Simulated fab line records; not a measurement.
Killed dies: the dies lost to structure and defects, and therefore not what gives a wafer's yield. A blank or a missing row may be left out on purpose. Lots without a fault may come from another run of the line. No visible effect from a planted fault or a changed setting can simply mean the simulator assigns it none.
fab line records -- flow nand-harc -- part 1 of 2: steps 1 to 18 of 28
[record] lots = 5, wafers = 15, last-day = 24
route steps=1159 shown A_CONTACT@858
lots untouched by any fault: they come from a run of this same line in which no faults occurred
start-h: start of the lot's first displayed wafer, in hours after the record's first day -- wait-h: time in hours since the lot's previous step -- " unchanged from the row above -- L1.1+2: one row covering several wafers at once -- - no value, or no start given -- * or withheld: withheld -- < > ~ a bound
route shown NAME@n: a module of which the file shows steps, and the number in the route of the first -- usual: the fault-free wafers' mean and standard deviation -- same: alike in all rows -- chamber/n: place in a boat -- sites: per-site readings -- _std_site: how widely they spread, as a standard deviation -- _edge_site: outer sites' mean less inner sites' -- radius-mm: how far each site lies from the wafer's centre -- mask NAME#n: copy n -- behind: the tool/chamber that last shaped the wafer -- hold: why the lot was held/for how many hours/how that ended -- device: the transistor (n, p or np) that didn't switch -- end of line: the same wafers' tests at the end of the route -- for a step that has no rows: nothing shown but its recipe -- killed: dies that structure and defects cost at the first sort, which is not the same as the wafer's yield -- map: a wafer's dies, x killed, . not, _ none there
set.NAME: the run value of the setting; set.NAME@STEP: its run value at that earlier step -- model.NAME: the simulator's own value behind a step, which no gauge read
certain route steps with their lots: each step a table, each wafer a row
services: the hour from which a tool's chamber was out of use, counted from the record's first day as start-h (under 0 if before that day), plus the number of hours and why
[[steps]]
[step NHARC_A_CONTACT_ETCH_48]
[recipe] target-depth-a = 390, over-etch-frac = 0.3, time-s = 65, ion-energy-ev = 80, cf4-flow-sccm = 150, ar-flow-sccm = 0, rf-w = 300, bias-w = 100, chemistry = CF4
[usual] drypump-motor-current-A = 5.6/0.49, oes-product-au = 0.998/0.0073, rf-vpp-V = 151.3/1.3, showerhead-plenum-p-Torr = 1.78/0.082, throttle-valve-pct = 13.283/0.0091
lot.wafer,tool,chamber,start-h,wait-h,drypump-motor-current-A,oes-product-au,rf-hours-counter-h,rf-vpp-V,showerhead-plenum-p-Torr,throttle-valve-pct
L074.3,rie-diel-02,0,363.30,0.2,6.3,0.993,6,152.1,1.86,13.275
L074.1,rie-diel-02,3,363.30,0.2,5.8,0.993,6,152.3,1.84,13.281
L074.5,rie-diel-02,2,363.30,0.2,5.5,0.995,-,149.5,1.66,13.275
L077.2,rie-diel-02,1,382.21,0.3,4.9,0.990,9,151.3,1.80,13.282
L077.4,rie-diel-02,2,382.21,0.3,5.5,0.998,11,150.9,1.66,13.278
L077.6,rie-diel-02,1,382.21,0.3,4.9,0.985,-,150.9,1.80,13.280
L097.1,rie-diel-12,0,504.86,0.1,5.8,0.995,41,151.0,1.74,13.273
L097.5,rie-diel-12,0,504.86,0.1,5.7,0.988,-,150.2,1.74,13.291
L097.4,rie-diel-12,2,504.86,0.1,5.8,1.005,-,151.7,1.75,13.282
L095.1,rie-diel-12,1,507.15,0.2,5.0,0.992,42,150.2,1.66,13.274
L095.6,rie-diel-12,0,507.15,0.2,5.7,0.997,-,151.6,1.74,13.282
L095.5,rie-diel-12,1,507.15,0.2,5.0,1.000,-,149.0,1.66,13.290
L096.2,rie-diel-12,2,509.12,0.1,5.8,1.009,45,151.6,1.75,13.280
L096.5,rie-diel-12,2,509.12,0.1,5.8,1.007,-,151.6,1.75,13.303
L096.6,rie-diel-12,0,509.12,0.1,5.7,0.993,-,150.5,1.74,13.283
[step NHARC_A_CONTACT_ETCH_49]
[recipe] target-depth-a = 2600, over-etch-frac = 0.3, time-s = 475.3, ion-energy-ev = 200, n2-flow-sccm = 150, h2-flow-sccm = 150, ar-flow-sccm = 0, rf-w = 400, bias-w = 150, chemistry = N2/H2
[usual] drypump-motor-current-A = 5.6/0.5, oes-product-au = 0.999/0.0076, rf-vpp-V = 430.8/2.9, showerhead-plenum-p-Torr = 2.05/0.1, throttle-valve-pct = 14.172/0.0093
lot.wafer,tool,chamber,start-h,wait-h,drypump-motor-current-A,oes-product-au,rf-hours-counter-h,rf-vpp-V,showerhead-plenum-p-Torr,throttle-valve-pct
L074.1,rie-diel-02,0,-,-,6.3,0.996,6,433.7,2.16,14.175
L074.3,rie-diel-02,2,-,-,5.5,1.003,5,426.7,1.90,14.168
L074.5,rie-diel-02,2,-,-,5.5,0.998,-,426.5,1.90,14.169
L077.4,rie-diel-02,0,-,-,6.3,0.999,12,432.3,2.16,14.153
L077.2,rie-diel-02,3,-,-,5.8,1.001,12,432.3,2.13,14.154
L077.6,rie-diel-02,1,-,-,5.0,0.993,-,430.7,2.08,14.166
L097.1,rie-diel-12,0,-,-,5.7,0.997,41,431.6,2.01,14.167
L097.5,rie-diel-12,0,-,-,5.7,0.980,-,429.1,2.01,14.172
L097.4,rie-diel-12,1,-,-,5.0,0.998,-,427.3,1.91,14.174
L095.1,rie-diel-12,1,-,-,5.0,0.998,42,427.6,1.91,14.159
L095.6,rie-diel-12,1,-,-,5.0,0.997,-,426.7,1.91,14.185
L095.5,rie-diel-12,0,-,-,5.8,0.991,-,428.1,2.01,14.150
L096.2,rie-diel-12,2,-,-,5.8,1.017,45,429.2,2.01,14.193
L096.6,rie-diel-12,0,-,-,5.7,1.009,-,430.0,2.01,14.167
L096.5,rie-diel-12,1,-,-,5.0,0.994,-,427.1,1.91,14.162
[step NHARC_A_CONTACT_ETCH_50]
[recipe] target-depth-a = 847, time-s = 42.4, cf4-flow-sccm = 100, chf3-flow-sccm = 30, ar-flow-sccm = 0, rf-w = 500, bias-w = 200, chemistry = CF4/CHF3
[usual] drypump-motor-current-A = 5.6/0.49, oes-product-au = 0.951/0.019, rf-vpp-V = 371.0/2.6, showerhead-plenum-p-Torr = 1.59/0.073, throttle-valve-pct = 16.803/0.0088
lot.wafer,tool,chamber,start-h,wait-h,drypump-motor-current-A,oes-product-au,rf-hours-counter-h,rf-vpp-V,showerhead-plenum-p-Torr,throttle-valve-pct
L074.1,rie-diel-02,3,-,-,5.8,0.935,6,373.5,1.64,16.812
L074.3,rie-diel-02,0,-,-,6.3,0.943,6,372.3,1.66,16.806
L074.5,rie-diel-02,3,-,-,5.8,0.943,-,373.4,1.64,16.798
L077.4,rie-diel-02,1,-,-,4.9,0.934,10,369.4,1.60,16.797
L077.2,rie-diel-02,2,-,-,5.5,0.940,11,366.3,1.47,16.810
L077.6,rie-diel-02,2,-,-,5.5,0.935,-,367.2,1.47,16.805
L097.1,rie-diel-12,2,-,-,5.8,0.926,43,369.5,1.55,16.797
L097.4,rie-diel-12,2,-,-,5.8,0.922,-,370.4,1.55,16.799
L097.5,rie-diel-12,1,-,-,5.0,0.923,-,367.0,1.48,16.799
L095.1,rie-diel-12,1,-,-,5.0,0.922,43,368.6,1.48,16.812
L095.5,rie-diel-12,0,-,-,5.8,0.920,-,369.5,1.55,16.780
L095.6,rie-diel-12,1,-,-,4.9,0.915,-,369.2,1.48,16.810
L096.2,rie-diel-12,2,-,-,5.8,0.923,46,368.7,1.55,16.809
L096.6,rie-diel-12,0,-,-,5.7,0.916,-,368.3,1.55,16.793
L096.5,rie-diel-12,2,-,-,5.7,0.935,-,371.6,1.55,16.814
[step NHARC_A_CONTACT_ETCH_51]
[recipe] target-depth-a = 36000, over-etch-frac = 0.3, time-s = 936, ion-energy-ev = 150, o2-flow-sccm = 400, cos-flow-sccm = 20, ar-flow-sccm = 0, rf-w = 500, bias-w = 300, chemistry = O2/COS
[usual] drypump-motor-current-A = 5.6/0.5, oes-product-au = 1.000/0.0075, rf-vpp-V = 314.4/2.2, showerhead-plenum-p-Torr = 3.14/0.14, throttle-valve-pct = 28.330/0.008
lot.wafer,tool,chamber,start-h,wait-h,drypump-motor-current-A,oes-product-au,rf-hours-counter-h,rf-vpp-V,showerhead-plenum-p-Torr,throttle-valve-pct
L074.1,rie-diel-02,3,-,-,5.8,1.000,6,315.8,3.25,28.335
L074.3,rie-diel-02,0,-,-,6.3,1.012,6,314.0,3.29,28.324
L074.5,rie-diel-02,2,-,-,5.5,1.006,-,310.7,2.92,28.334
L077.2,rie-diel-02,1,-,-,4.9,0.988,10,315.0,3.18,28.337
L077.4,rie-diel-02,3,-,-,5.8,1.001,12,316.1,3.24,28.338
L077.6,rie-diel-02,2,-,-,5.5,1.001,-,311.4,2.92,28.344
L097.1,rie-diel-12,2,-,-,5.8,1.006,44,313.6,3.08,28.330
L097.4,rie-diel-12,0,-,-,5.7,1.000,-,312.4,3.08,28.330
L097.5,rie-diel-12,1,-,-,5.0,0.979,-,311.8,2.94,28.320
L095.1,rie-diel-12,2,-,-,5.8,1.000,45,313.9,3.08,28.334
L095.6,rie-diel-12,0,-,-,5.8,0.992,-,311.9,3.08,28.312
L095.5,rie-diel-12,1,-,-,5.0,0.997,-,311.8,2.93,28.324
L096.2,rie-diel-12,1,-,-,5.0,0.991,44,311.1,2.93,28.333
L096.6,rie-diel-12,2,-,-,5.8,1.007,-,313.9,3.08,28.327
L096.5,rie-diel-12,0,-,-,5.7,0.999,-,314.6,3.08,28.329
[step NHARC_A_CONTACT_ETCH_111]
[recipe] source-w = withheld, pressure-mtorr = 20, bias-v = withheld, time-s = 140, target-depth-a = 7000, ar-flow-sccm = withheld, c4f8-flow-sccm = withheld, o2-flow-sccm = withheld, chemistry = C4F8/O2/Ar
lot.wafer,tool,chamber,start-h,wait-h,rf-hours-counter-h
L074.1,har-cap-etch-02,1,364.70,-,7
L074.3,har-cap-etch-02,1,364.70,-,-
L074.5,har-cap-etch-02,1,364.70,-,-
L077.2,har-cap-etch-03,1,383.71,-,87
L077.4,har-cap-etch-03,0,383.71,-,-
L077.6,har-cap-etch-03,0,383.71,-,-
L097.1,har-cap-etch-03,0,506.32,-,109
L097.4,har-cap-etch-03,0,506.32,-,-
L097.5,har-cap-etch-03,0,506.32,-,-
L095.1,har-cap-etch-02,1,508.58,-,31
L095.5,har-cap-etch-02,0,508.58,-,-
L095.6,har-cap-etch-02,1,508.58,-,-
L096.2,har-cap-etch-01,1,510.63,-,80
L096.5,har-cap-etch-01,1,510.63,-,-
L096.6,har-cap-etch-01,0,510.63,-,-
[step NHARC_A_CONTACT_ETCH_112]
[recipe] source-w = withheld, pressure-mtorr = 20, bias-v = 3000, time-s = 94, target-depth-a = 9220, ar-flow-sccm = withheld, c4f8-flow-sccm = withheld, o2-flow-sccm = withheld, chemistry = C4F8/O2/Ar
lot.wafer,tool,chamber,start-h,wait-h,rf-hours-counter-h
L074.1,har-cap-etch-02,1,365.06,0.3,7
L074.3,har-cap-etch-02,1,365.06,0.3,-
L074.5,har-cap-etch-02,1,365.06,0.3,-
L077.2,har-cap-etch-03,1,383.91,0.2,87
L077.4,har-cap-etch-03,0,383.91,0.2,-
L077.6,har-cap-etch-03,0,383.91,0.2,-
L097.1,har-cap-etch-03,0,506.52,0.2,109
L097.4,har-cap-etch-03,0,506.52,0.2,-
L097.5,har-cap-etch-03,0,506.52,0.2,-
L095.1,har-cap-etch-02,1,508.76,0.1,32
L095.5,har-cap-etch-02,0,508.76,0.1,-
L095.6,har-cap-etch-02,1,508.76,0.1,-
L096.2,har-cap-etch-01,1,510.84,0.2,80
L096.5,har-cap-etch-01,1,510.84,0.2,-
L096.6,har-cap-etch-01,0,510.84,0.2,-
[step NHARC_A_CONTACT_ETCH_113]
[recipe] source-w = withheld, pressure-mtorr = 20, bias-v = 3000, time-s = 94, target-depth-a = 9220, ar-flow-sccm = withheld, c4f8-flow-sccm = withheld, o2-flow-sccm = withheld, chemistry = C4F8/O2/Ar
lot.wafer,tool,chamber,start-h,wait-h,rf-hours-counter-h
L074.1,har-cap-etch-02,1,365.22,0.1,7
L074.3,har-cap-etch-02,1,365.22,0.1,-
L074.5,har-cap-etch-02,1,365.22,0.1,-
L077.2,har-cap-etch-03,1,384.00,0.1,87
L077.4,har-cap-etch-03,0,384.00,0.1,-
L077.6,har-cap-etch-03,0,384.00,0.1,-
L097.1,har-cap-etch-03,0,506.61,0.1,109
L097.4,har-cap-etch-03,0,506.61,0.1,-
L097.5,har-cap-etch-03,0,506.61,0.1,-
L095.1,har-cap-etch-02,1,508.85,0.1,32
L095.5,har-cap-etch-02,0,508.85,0.1,-
L095.6,har-cap-etch-02,1,508.85,0.1,-
L096.2,har-cap-etch-01,1,510.93,0.1,80
L096.5,har-cap-etch-01,1,510.93,0.1,-
L096.6,har-cap-etch-01,0,510.93,0.1,-
[step NHARC_A_CONTACT_ETCH_114]
[recipe] source-w = withheld, pressure-mtorr = 20, bias-v = 3000, time-s = 94, target-depth-a = 9220, ar-flow-sccm = withheld, c4f8-flow-sccm = withheld, o2-flow-sccm = withheld, chemistry = C4F8/O2/Ar
lot.wafer,tool,chamber,start-h,wait-h,rf-hours-counter-h
L074.1,har-cap-etch-02,1,365.38,0.1,7
L074.3,har-cap-etch-02,1,365.38,0.1,-
L074.5,har-cap-etch-02,1,365.38,0.1,-
L077.2,har-cap-etch-03,1,384.09,0.1,87
L077.4,har-cap-etch-03,0,384.09,0.1,-
L077.6,har-cap-etch-03,0,384.09,0.1,-
L097.1,har-cap-etch-03,0,506.70,0.1,109
L097.4,har-cap-etch-03,0,506.70,0.1,-
L097.5,har-cap-etch-03,0,506.70,0.1,-
L095.1,har-cap-etch-02,1,508.95,0.1,32
L095.5,har-cap-etch-02,0,508.95,0.1,-
L095.6,har-cap-etch-02,1,508.95,0.1,-
L096.2,har-cap-etch-01,1,511.02,0.1,81
L096.5,har-cap-etch-01,1,511.02,0.1,-
L096.6,har-cap-etch-01,0,511.02,0.1,-
[step NHARC_A_CONTACT_ETCH_115]
[recipe] source-w = withheld, pressure-mtorr = 20, bias-v = 3000, time-s = 94, target-depth-a = 9220, ar-flow-sccm = withheld, c4f8-flow-sccm = withheld, o2-flow-sccm = withheld, chemistry = C4F8/O2/Ar
lot.wafer,tool,chamber,start-h,wait-h,rf-hours-counter-h
L074.1,har-cap-etch-02,1,365.50,0.1,7
L074.3,har-cap-etch-02,1,365.50,0.1,-
L074.5,har-cap-etch-02,1,365.50,0.1,-
L077.2,har-cap-etch-03,1,384.18,0.1,87
L077.4,har-cap-etch-03,0,384.18,0.1,-
L077.6,har-cap-etch-03,0,384.18,0.1,-
L097.1,har-cap-etch-03,0,506.79,0.1,109
L097.4,har-cap-etch-03,0,506.79,0.1,-
L097.5,har-cap-etch-03,0,506.79,0.1,-
L095.1,har-cap-etch-02,1,509.04,0.1,32
L095.5,har-cap-etch-02,0,509.04,0.1,-
L095.6,har-cap-etch-02,1,509.04,0.1,-
L096.2,har-cap-etch-01,1,511.11,0.1,81
L096.5,har-cap-etch-01,1,511.11,0.1,-
L096.6,har-cap-etch-01,0,511.11,0.1,-
[step NHARC_A_CONTACT_ETCH_116]
[recipe] source-w = withheld, pressure-mtorr = 20, bias-v = 3000, time-s = 94, target-depth-a = 9220, ar-flow-sccm = withheld, c4f8-flow-sccm = withheld, o2-flow-sccm = withheld, chemistry = C4F8/O2/Ar
lot.wafer,tool,chamber,start-h,wait-h,rf-hours-counter-h
L074.1,har-cap-etch-02,1,365.62,0.1,7
L074.3,har-cap-etch-02,1,365.62,0.1,-
L074.5,har-cap-etch-02,1,365.62,0.1,-
L077.2,har-cap-etch-03,1,384.28,0.1,87
L077.4,har-cap-etch-03,0,384.28,0.1,-
L077.6,har-cap-etch-03,0,384.28,0.1,-
L097.1,har-cap-etch-03,0,506.88,0.1,109
L097.4,har-cap-etch-03,0,506.88,0.1,-
L097.5,har-cap-etch-03,0,506.88,0.1,-
L095.1,har-cap-etch-02,1,509.13,0.1,32
L095.5,har-cap-etch-02,0,509.13,0.1,-
L095.6,har-cap-etch-02,1,509.13,0.1,-
L096.2,har-cap-etch-01,1,511.20,0.1,81
L096.5,har-cap-etch-01,1,511.20,0.1,-
L096.6,har-cap-etch-01,0,511.20,0.1,-
[step NHARC_A_CONTACT_ETCH_117]
[recipe] source-w = withheld, pressure-mtorr = 20, bias-v = 3000, time-s = 94, target-depth-a = 9220, ar-flow-sccm = withheld, c4f8-flow-sccm = withheld, o2-flow-sccm = withheld, chemistry = C4F8/O2/Ar
lot.wafer,tool,chamber,start-h,wait-h,rf-hours-counter-h
L074.1,har-cap-etch-02,1,365.74,0.1,8
L074.3,har-cap-etch-02,1,365.74,0.1,-
L074.5,har-cap-etch-02,1,365.74,0.1,-
L077.2,har-cap-etch-03,1,384.37,0.1,87
L077.4,har-cap-etch-03,0,384.37,0.1,-
L077.6,har-cap-etch-03,0,384.37,0.1,-
L097.1,har-cap-etch-03,0,506.97,0.1,109
L097.4,har-cap-etch-03,0,506.97,0.1,-
L097.5,har-cap-etch-03,0,506.97,0.1,-
L095.1,har-cap-etch-02,1,509.22,0.1,32
L095.5,har-cap-etch-02,0,509.22,0.1,-
L095.6,har-cap-etch-02,1,509.22,0.1,-
L096.2,har-cap-etch-01,1,511.29,0.1,81
L096.5,har-cap-etch-01,1,511.29,0.1,-
L096.6,har-cap-etch-01,0,511.29,0.1,-
[step NHARC_A_CONTACT_ETCH_118]
[recipe] source-w = withheld, pressure-mtorr = 20, bias-v = 3000, time-s = 94, target-depth-a = 9220, ar-flow-sccm = withheld, c4f8-flow-sccm = withheld, o2-flow-sccm = withheld, chemistry = C4F8/O2/Ar
lot.wafer,tool,chamber,start-h,wait-h,rf-hours-counter-h
L074.1,har-cap-etch-02,1,365.87,0.1,8
L074.3,har-cap-etch-02,1,365.87,0.1,-
L074.5,har-cap-etch-02,1,365.87,0.1,-
L077.2,har-cap-etch-03,1,384.46,0.1,87
L077.4,har-cap-etch-03,0,384.46,0.1,-
L077.6,har-cap-etch-03,0,384.46,0.1,-
L097.1,har-cap-etch-03,0,507.06,0.1,109
L097.4,har-cap-etch-03,0,507.06,0.1,-
L097.5,har-cap-etch-03,0,507.06,0.1,-
L095.1,har-cap-etch-02,1,509.31,0.1,32
L095.5,har-cap-etch-02,0,509.31,0.1,-
L095.6,har-cap-etch-02,1,509.31,0.1,-
L096.2,har-cap-etch-01,1,511.38,0.1,81
L096.5,har-cap-etch-01,1,511.38,0.1,-
L096.6,har-cap-etch-01,0,511.38,0.1,-
[step NHARC_A_CONTACT_ETCH_119]
[recipe] source-w = withheld, pressure-mtorr = 20, bias-v = 3000, time-s = 94, target-depth-a = 9220, ar-flow-sccm = withheld, c4f8-flow-sccm = withheld, o2-flow-sccm = withheld, chemistry = C4F8/O2/Ar
lot.wafer,tool,chamber,start-h,wait-h,rf-hours-counter-h
L074.1,har-cap-etch-02,1,365.99,0.1,8
L074.3,har-cap-etch-02,1,365.99,0.1,-
L074.5,har-cap-etch-02,1,365.99,0.1,-
L077.2,har-cap-etch-03,1,384.55,0.1,87
L077.4,har-cap-etch-03,0,384.55,0.1,-
L077.6,har-cap-etch-03,0,384.55,0.1,-
L097.1,har-cap-etch-03,0,507.15,0.1,110
L097.4,har-cap-etch-03,0,507.15,0.1,-
L097.5,har-cap-etch-03,0,507.15,0.1,-
L095.1,har-cap-etch-02,1,509.40,0.1,32
L095.5,har-cap-etch-02,0,509.40,0.1,-
L095.6,har-cap-etch-02,1,509.40,0.1,-
L096.2,har-cap-etch-01,1,511.47,0.1,81
L096.5,har-cap-etch-01,1,511.47,0.1,-
L096.6,har-cap-etch-01,0,511.47,0.1,-
[step NHARC_A_CONTACT_ETCH_120]
[recipe] source-w = withheld, pressure-mtorr = 20, bias-v = 3000, time-s = 94, target-depth-a = 9220, ar-flow-sccm = withheld, c4f8-flow-sccm = withheld, o2-flow-sccm = withheld, chemistry = C4F8/O2/Ar
lot.wafer,tool,chamber,start-h,wait-h,rf-hours-counter-h
L074.1,har-cap-etch-02,1,366.11,0.1,8
L074.3,har-cap-etch-02,1,366.11,0.1,-
L074.5,har-cap-etch-02,1,366.11,0.1,-
L077.2,har-cap-etch-03,1,384.64,0.1,88
L077.4,har-cap-etch-03,0,384.64,0.1,-
L077.6,har-cap-etch-03,0,384.64,0.1,-
L097.1,har-cap-etch-03,0,507.25,0.1,110
L097.4,har-cap-etch-03,0,507.25,0.1,-
L097.5,har-cap-etch-03,0,507.25,0.1,-
L095.1,har-cap-etch-02,1,509.49,0.1,32
L095.5,har-cap-etch-02,0,509.49,0.1,-
L095.6,har-cap-etch-02,1,509.49,0.1,-
L096.2,har-cap-etch-01,1,511.56,0.1,81
L096.5,har-cap-etch-01,1,511.56,0.1,-
L096.6,har-cap-etch-01,0,511.56,0.1,-
[step NHARC_A_CONTACT_ETCH_121]
[recipe] source-w = withheld, pressure-mtorr = 20, bias-v = 3000, time-s = 94, target-depth-a = 9220, ar-flow-sccm = withheld, c4f8-flow-sccm = withheld, o2-flow-sccm = withheld, chemistry = C4F8/O2/Ar
lot.wafer,tool,chamber,start-h,wait-h,rf-hours-counter-h
L074.1,har-cap-etch-02,1,366.23,0.1,8
L074.3,har-cap-etch-02,1,366.23,0.1,-
L074.5,har-cap-etch-02,1,366.23,0.1,-
L077.2,har-cap-etch-03,1,384.73,0.1,88
L077.4,har-cap-etch-03,0,384.73,0.1,-
L077.6,har-cap-etch-03,0,384.73,0.1,-
L097.1,har-cap-etch-03,0,507.34,0.1,110
L097.4,har-cap-etch-03,0,507.34,0.1,-
L097.5,har-cap-etch-03,0,507.34,0.1,-
L095.1,har-cap-etch-02,1,509.58,0.1,32
L095.5,har-cap-etch-02,0,509.58,0.1,-
L095.6,har-cap-etch-02,1,509.58,0.1,-
L096.2,har-cap-etch-01,1,511.65,0.1,81
L096.5,har-cap-etch-01,1,511.65,0.1,-
L096.6,har-cap-etch-01,0,511.65,0.1,-
[step NHARC_A_CONTACT_ETCH_122]
[recipe] source-w = withheld, pressure-mtorr = 20, bias-v = 3000, time-s = 95, target-depth-a = 9300, ar-flow-sccm = withheld, c4f8-flow-sccm = withheld, o2-flow-sccm = withheld, chemistry = C4F8/O2/Ar
lot.wafer,tool,chamber,start-h,wait-h,rf-hours-counter-h
L074.1,har-cap-etch-02,1,366.35,0.1,8
L074.3,har-cap-etch-02,1,366.35,0.1,-
L074.5,har-cap-etch-02,1,366.35,0.1,-
L077.2,har-cap-etch-03,1,384.82,0.1,88
L077.4,har-cap-etch-03,0,384.82,0.1,-
L077.6,har-cap-etch-03,0,384.82,0.1,-
L097.1,har-cap-etch-03,0,507.43,0.1,110
L097.4,har-cap-etch-03,0,507.43,0.1,-
L097.5,har-cap-etch-03,0,507.43,0.1,-
L095.1,har-cap-etch-02,1,509.68,0.1,32
L095.5,har-cap-etch-02,0,509.68,0.1,-
L095.6,har-cap-etch-02,1,509.68,0.1,-
L096.2,har-cap-etch-01,1,511.74,0.1,81
L096.5,har-cap-etch-01,1,511.74,0.1,-
L096.6,har-cap-etch-01,0,511.74,0.1,-
[step NHARC_A_CONTACT_ETCH_123]
[recipe] source-w = withheld, pressure-mtorr = 20, bias-v = 400, time-s = 253, target-depth-a = 10900, ar-flow-sccm = withheld, c4f8-flow-sccm = 11.5, o2-flow-sccm = 7.2, chemistry = C4F8/O2/Ar
lot.wafer,tool,chamber,start-h,wait-h,rf-hours-counter-h
L074.1,har-cap-etch-02,1,366.48,0.1,8
L074.3,har-cap-etch-02,1,366.48,0.1,-
L074.5,har-cap-etch-02,1,366.48,0.1,-
L077.2,har-cap-etch-03,1,384.91,0.1,88
L077.4,har-cap-etch-03,0,384.91,0.1,-
L077.6,har-cap-etch-03,0,384.91,0.1,-
L097.1,har-cap-etch-03,0,507.52,0.1,110
L097.4,har-cap-etch-03,0,507.52,0.1,-
L097.5,har-cap-etch-03,0,507.52,0.1,-
L095.1,har-cap-etch-02,1,509.80,0.1,32
L095.5,har-cap-etch-02,0,509.80,0.1,-
L095.6,har-cap-etch-02,1,509.80,0.1,-
L096.2,har-cap-etch-01,1,511.83,0.1,81
L096.5,har-cap-etch-01,1,511.83,0.1,-
L096.6,har-cap-etch-01,0,511.83,0.1,-
[step NHARC_A_CONTACT_ETCH_90]
[recipe] target-depth-a = 400, over-etch-frac = 0.5, time-s = 85.7, ion-energy-ev = 120, ch3f-flow-sccm = 50, o2-flow-sccm = 30, ar-flow-sccm = 200, rf-w = 500, bias-w = 100, chemistry = CH3F/O2
[usual] ch3f-flow-sccm = 50.01/0.15, drypump-motor-current-A = 5.6/0.51, oes-product-au = 0.96/0.037, rf-vpp-V = 244.7/1.8, showerhead-plenum-p-Torr = 2.48/0.12, throttle-valve-pct = 20.662/0.0088
lot.wafer,tool,chamber,start-h,wait-h,ch3f-flow-sccm,drypump-motor-current-A,oes-product-au,rf-hours-counter-h,rf-vpp-V,showerhead-plenum-p-Torr,throttle-valve-pct
L074.1,rie-diel-02,2,367.19,0.6,49.97,5.5,0.92,7,242.5,2.30,20.675
L074.3,rie-diel-02,0,367.19,0.6,50.13,6.3,0.93,7,245.0,2.59,20.657
L074.5,rie-diel-02,1,367.19,0.6,50.41,4.9,0.91,-,245.6,2.51,20.659
L077.4,rie-diel-11,1,385.51,0.4,49.91,6.4,1.00,4,242.6,2.32,20.668
L077.2,rie-diel-11,0,385.51,0.4,49.97,5.1,1.00,4,246.2,2.66,20.669
L077.6,rie-diel-11,2,385.51,0.4,50.26,4.8,1.00,-,246.3,2.56,20.662
L097.4,rie-diel-11,0,508.15,0.5,50.02,5.0,0.93,48,248.4,2.64,20.660
L097.1,rie-diel-11,2,508.15,0.5,49.86,4.8,0.92,48,246.3,2.54,20.660
L097.5,rie-diel-11,0,508.15,0.5,50.11,5.1,0.93,-,247.9,2.64,20.649
L095.1,rie-diel-11,0,510.57,0.7,50.42,5.0,0.93,49,245.9,2.64,20.667
L095.5,rie-diel-11,3,510.57,0.7,50.18,6.0,0.93,-,245.9,2.59,20.659
L095.6,rie-diel-11,2,510.57,0.7,50.00,4.8,0.92,-,244.9,2.54,20.673
L096.2,rie-diel-11,3,512.43,0.5,49.98,6.0,0.93,45,246.6,2.59,20.663
L096.6,rie-diel-11,3,512.43,0.5,50.03,6.0,0.93,-,246.5,2.59,20.653
L096.5,rie-diel-11,0,512.43,0.5,49.75,5.1,0.92,-,245.6,2.64,20.662
